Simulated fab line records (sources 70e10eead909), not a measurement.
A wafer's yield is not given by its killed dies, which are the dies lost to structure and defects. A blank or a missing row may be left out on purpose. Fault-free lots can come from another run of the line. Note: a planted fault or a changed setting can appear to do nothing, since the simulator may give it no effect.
Matching of chambers -- flow nand_harc -- rie_diel-12 running NHARC_A_CHANNEL_HOLE_D2_DESCUM_15: 4 sister chambers
The step chemistry O2, time 3 s. 14 wafers are shown with their chamber, then 7 later ones without.

== WAFERS PAIRED WITH THEIR CHAMBERS ==
wafer,chamber,showerhead_plenum_p_Torr (Torr),drypump_motor_current_A (A),oes_product_au (a.u.)
L076.2,0,1.98,5.6,0.983
L076.3,3,1.90,6.6,0.988
L076.6,3,1.90,6.6,0.985
L078.3,2,1.85,5.2,1.003
L078.4,1,1.88,5.9,0.994
L078.6,0,1.97,5.5,0.982
L079.1,3,1.90,6.7,0.979
L079.3,0,1.97,5.6,0.965
L079.6,2,1.85,5.2,1.002
L096.1,0,1.97,5.6,0.980
L096.2,3,1.90,6.6,1.004
L096.4,1,1.88,5.9,1.000
L096.3,2,1.85,5.2,1.007
L096.5,2,1.85,5.2,1.006

SIGNATURES, as means of the wafers listed above
reading,chamber 0,chamber 1,chamber 2,chamber 3,scatter within a chamber
showerhead_plenum_p_Torr,1.9725,1.8800,1.8500,1.9000,0.00274
drypump_motor_current_A,5.575,5.900,5.200,6.625,0.0387
oes_product_au,0.97750,0.99700,1.00450,0.98900,0.00768
Rule: for a wafer and a chamber, the distance is found by dividing, reading by reading, the gap between the wafer's reading and the chamber's mean by the reading's scatter, squaring, summing and taking the root. The wafer belongs to the nearest chamber; if the next one is less than 2 further off, it can't be placed. The scatter is the square root of a quotient: the sum, over the shown wafers, of each reading's squared deviation from its chamber's mean, divided by wafers minus chambers.

== WAFERS WHOSE CHAMBER IS MISSING ==
wafer,showerhead_plenum_p_Torr (Torr),drypump_motor_current_A (A),oes_product_au (a.u.)
L096.6,1.88,5.9,0.998
L094.1,1.97,5.6,0.987
L094.3,1.85,5.2,1.007
L094.4,1.90,6.6,1.001
L097.1,1.85,5.2,1.015
L097.3,1.97,5.6,0.982
L097.4,1.88,5.9,1.003

== THE CHAMBER EACH PASSED THROUGH ==
wafer,from the rows above,in truth
L096.6,1,1
L094.1,0,0
L094.3,2,2
L094.4,3,3
L097.1,2,2
L097.3,0,0
L097.4,1,1
Correct placement for 7 of the 7. Not placeable from these rows: 0. Number placed wrongly: 0.
